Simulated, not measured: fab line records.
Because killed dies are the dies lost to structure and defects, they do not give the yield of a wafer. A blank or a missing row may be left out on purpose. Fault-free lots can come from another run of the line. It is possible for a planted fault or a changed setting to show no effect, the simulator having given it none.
A single fault, viewed from 3 desks    flow nand harc    every desk sees just its own numbers, and what lay behind them comes last

FROM THE METROLOGY DESK
What the gauges read, lot by lot, whatever tool the lot ran on: means of the sampled wafers that have a number. The brackets show how far a lot's mean lies from the usual mean; more than 4 standard deviations puts the lot out of limits, marked OUT.
Columns: A = cd nm at NHARC_A_SGD_CUT_CD_MEAS_09, usual 100.0 nm
lot   first seen here  A
L966  day 13 17:04     99.6
L969  day 14 04:23     100.4
L968  day 14 04:46     100.1
L973  day 15 19:25     100.2
L972  day 15 19:53     99.7
L980  day 17 11:05     101.9
L978  day 17 11:21     102.9 (+5.0) OUT
L984  day 17 23:06     101.3
L983  day 17 23:33     101.4
L985  day 18 16:37     99.9
L987  day 19 01:55     99.4
L989  day 19 19:25     100.5
This desk's finding: out of limits on L978; first on L978, day 17 11:21 (cd nm at NHARC_A_SGD_CUT_CD_MEAS_09). L966, L969, L968, L973, L972, L980, L984, L983, L985, L987, L989 stayed within limits.

THE DEFECT DESK
For each lot, the counts of the inspections along the route, averaged over the sampled wafers that have a number. The brackets show how far a lot's mean lies from the usual mean; more than 4 standard deviations puts the lot out of limits, marked OUT.
Columns: A = raw defect count at NHARC_A_SGD_CUT_INSPECT_11, usual 17
lot   first seen here  A
L966  day 13 17:12     9
L969  day 14 04:31     7
L968  day 14 04:53     25
L973  day 15 19:32     24
L972  day 15 20:01     13
L980  day 17 11:13     28
L978  day 17 11:28     18
L984  day 17 23:14     12
L983  day 17 23:40     28
L985  day 18 16:44     28
L987  day 19 02:03     30
L989  day 19 19:32     17
Result from this desk: across the 12 lots, nothing is out of limits.

TOOL OWNER'S DESK, arfi scanner-01
The tool's own readings at NHARC_A_SGD_CUT_EXPOSE_06 (exposes mask SGD): means of the sampled wafers that have a number, for each lot that ran on this tool. The brackets show how far a lot's mean lies from the usual mean; more than 4 standard deviations puts the lot out of limits, marked OUT.
Columns: A = exposure dose mJ cm2 at NHARC_A_SGD_CUT_EXPOSE_06, usual 85.62
lot   first seen here  A
L966  day 13 16:56     85.73
L973  day 15 19:17     85.67
L980  day 17 10:56     88.85 (+39) OUT
L978  day 17 11:13     88.23 (+31) OUT
L984  day 17 22:58     87.67 (+25) OUT
L983  day 17 23:25     87.27 (+20) OUT
This desk's finding: out of limits on L978, L980, L983, L984; first on L980, day 17 10:56 (exposure dose mJ cm2 at NHARC_A_SGD_CUT_EXPOSE_06). L966, L973 stayed within limits.

BROUGHT TOGETHER
The tool owner's desk could have raised an alarm at day 17 10:56, on L978, L980, L983, L984.
The metrology desk could have raised an alarm at day 17 11:21, on L978.
No out-of-limits result turned up at the defect desk.
The metrology desk has L980, L983, L984 on record, within its limits.
The defect desk has L978, L980, L983, L984 on record, within its limits.
Every lot named ran NHARC_A_SGD_CUT_EXPOSE_06 on arfi scanner-01.

WHAT THE SIMULATOR HAD PUT IN
Drift in process parameters on arfi scanner-01 at NHARC_A_SGD_CUT_EXPOSE_06, starting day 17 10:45. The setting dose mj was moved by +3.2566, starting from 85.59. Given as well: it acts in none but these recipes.
Shown lots that were struck: L978, L980, L983, L984.
Counting hours from when the fault started, the first reading out of limits came at 0 for the tool owner's desk and at 1 for the metrology desk.
